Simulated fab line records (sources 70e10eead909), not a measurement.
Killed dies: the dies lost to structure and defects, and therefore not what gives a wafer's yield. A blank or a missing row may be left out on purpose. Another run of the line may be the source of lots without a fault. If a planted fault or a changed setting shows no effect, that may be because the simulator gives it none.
Matching of chambers + flow nand-harc + NHARC_A_WL_FILL_ALD_00 on ald-hk-03 has 4 sister chambers
The step deposits Al2O3, target thk 3 nm, pulse time 3 s, ald cycles 30. 8 wafers are shown with their chamber, then 12 later ones without.

## WAFERS PAIRED WITH THEIR CHAMBERS
| wafer  | chamber | heater-power-w (W) | precursor-pulse-height-rel |
|--------|---------|--------------------|----------------------------|
| L090.1 | 2       | 488                | 1.047                      |
| L090.5 | 1       | 505                | 1.011                      |
| L089.3 | 0       | 485                | 1.027                      |
| L089.5 | 1       | 516                | 1.007                      |
| L089.6 | 2       | 480                | 0.979                      |
| L091.4 | 3       | 423                | 0.990                      |
| L091.5 | 3       | 432                | 1.002                      |
| L091.6 | 0       | 477                | 0.996                      |

## WAFERS WITHOUT THEIR CHAMBER
| wafer  | heater-power-w (W) | precursor-pulse-height-rel |
|--------|--------------------|----------------------------|
| L092.1 | 430                | 0.997                      |
| L092.3 | 471                | 1.013                      |
| L092.4 | 507                | 0.971                      |
| L093.1 | 519                | 1.008                      |
| L093.3 | 498                | 1.028                      |
| L093.4 | 494                | 0.956                      |
| L094.1 | 483                | 1.025                      |
| L094.3 | 430                | 0.993                      |
| L094.6 | 473                | 0.989                      |
| L096.1 | 479                | 0.997                      |
| L096.2 | 486                | 0.994                      |
| L096.3 | 500                | 0.980                      |

## EACH ONE'S CHAMBER
| wafer  | from the rows above          | in truth |
|--------|------------------------------|----------|
| L092.1 | 3                            | 3        |
| L092.3 | can't be placed: 0 or 2      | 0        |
| L092.4 | 1                            | 1        |
| L093.1 | 1                            | 1        |
| L093.3 | can't be placed: 1 or 2 or 0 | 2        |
| L093.4 | can't be placed: 2 or 0 or 1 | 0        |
| L094.1 | can't be placed: 2 or 0      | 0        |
| L094.3 | 3                            | 3        |
| L094.6 | can't be placed: 0 or 2      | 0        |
| L096.1 | can't be placed: 0 or 2      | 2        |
| L096.2 | can't be placed: 2 or 0      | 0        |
| L096.3 | can't be placed: 1 or 2 or 0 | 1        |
4 of 12 placed correctly. Cannot be placed on the basis of these rows: 8; the candidates contain the true chamber in 8. Number placed wrongly: 0.
How it was worked out, from the rows above alone: a wafer's distance from a chamber is the root of the sum, over the readings, of the square of ((its reading less the chamber's mean) divided by the reading's scatter). The wafer belongs to the nearest chamber; if the next one is less than 2 further off, it can't be placed. Each chamber's mean is taken over the wafers shown for it. The scatter is the square root of a quotient: the sum, over the shown wafers, of each reading's squared deviation from its chamber's mean, divided by wafers minus chambers.
